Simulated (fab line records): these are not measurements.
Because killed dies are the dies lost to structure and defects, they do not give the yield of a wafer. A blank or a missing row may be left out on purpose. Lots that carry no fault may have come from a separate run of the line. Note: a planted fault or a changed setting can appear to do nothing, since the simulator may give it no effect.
3 desks, one fault :: flow n5_finfet :: only its own numbers are on each desk; what lay behind them is given at the end

== THE TOOL OWNER'S DESK: pvd_sputter-02 ==
The tool's own readings at N5_BEOL_M14_SPUTTER_43 (material TaN, target thk 15 nm, time 24.19 s): means of the sampled wafers that have a number, for each lot that ran on this tool. Any lot whose mean is over 4 standard deviations away from the usual mean is out of limits and marked OUT; that distance is given in the brackets.
Columns: A = bias_v at N5_BEOL_M14_SPUTTER_43, usual 168.7 V; B = cathode_dc_power_W at N5_BEOL_M14_SPUTTER_43, usual 15000 W; C = throttle_valve_pct at N5_BEOL_M14_SPUTTER_43, usual 29.3 %
lot: L133
first seen here: day 12 12:58
A: 169.5
B: 14995
C: 28.0

lot: L137
first seen here: day 12 17:57
A: 169.4
B: 15001
C: 29.6

lot: L136
first seen here: day 12 20:01
A: 170.4
B: 15001
C: 30.4

lot: L138
first seen here: day 14 14:02
A: 168.8
B: 15001
C: 29.1

lot: L143
first seen here: day 14 14:21
A: 168.0
B: 14999
C: 28.6

lot: L150
first seen here: day 17 13:31
A: 168.2
B: 15002
C: 29.2

lot: L155
first seen here: day 18 17:23
A: 169.4
B: 14999
C: 27.9
Result from this desk: across the 7 lots, nothing is out of limits.

== THE DEFECT DESK ==
Lot by lot, what the route's inspections counted, given as the mean of those sampled wafers with a number. Any lot whose mean is over 4 standard deviations away from the usual mean is out of limits and marked OUT; that distance is given in the brackets.
Columns: A = raw_defect_count at N5_BEOL_M14_INSPECT_30, usual 2.2
lot: L132
first seen here: day 11 05:30
A: 0.7

lot: L133
first seen here: day 12 10:38
A: 1.0

lot: L137
first seen here: day 12 16:44
A: 1.7

lot: L136
first seen here: day 12 17:40
A: 3.0

lot: L138
first seen here: day 14 10:27
A: 3.3

lot: L143
first seen here: day 14 10:43
A: 1.5

lot: L146
first seen here: day 16 02:44
A: 3.0

lot: L149
first seen here: day 16 06:12
A: 2.0

lot: L150
first seen here: day 17 11:04
A: 3.0

lot: L152
first seen here: day 17 22:48
A: 3.0

lot: L155
first seen here: day 18 13:14
A: 2.7
Result from this desk: across the 11 lots, nothing is out of limits.

== METROLOGY DESK ==
Lot by lot, what the gauges showed, no matter which tool ran the lot: averages of those sampled wafers that carry a number. Any lot whose mean is over 4 standard deviations away from the usual mean is out of limits and marked OUT; that distance is given in the brackets.
Columns: A = trench_depth_nm at N5_BEOL_M14_OCD_MEAS_35, usual 559 nm
lot: L132
first seen here: day 11 06:17
A: 566

lot: L133
first seen here: day 12 11:17
A: 533

lot: L137
first seen here: day 12 17:23
A: 575

lot: L136
first seen here: day 12 18:29
A: 555

lot: L138
first seen here: day 14 11:06
A: 563

lot: L143
first seen here: day 14 11:29
A: 554

lot: L146
first seen here: day 16 03:34
A: 561

lot: L149
first seen here: day 16 06:55
A: 551

lot: L150
first seen here: day 17 11:43
A: 556

lot: L152
first seen here: day 17 23:26
A: 564

lot: L155
first seen here: day 18 13:53
A: 561
Result from this desk: across the 11 lots, nothing is out of limits.

== PUT TOGETHER ==
The desk of the tool owner found nothing out of limits.
Nothing the defect desk looked at was out of limits.
From the metrology desk's view, nothing was out of limits.

== WHAT THE SIMULATOR HAD PUT IN ==
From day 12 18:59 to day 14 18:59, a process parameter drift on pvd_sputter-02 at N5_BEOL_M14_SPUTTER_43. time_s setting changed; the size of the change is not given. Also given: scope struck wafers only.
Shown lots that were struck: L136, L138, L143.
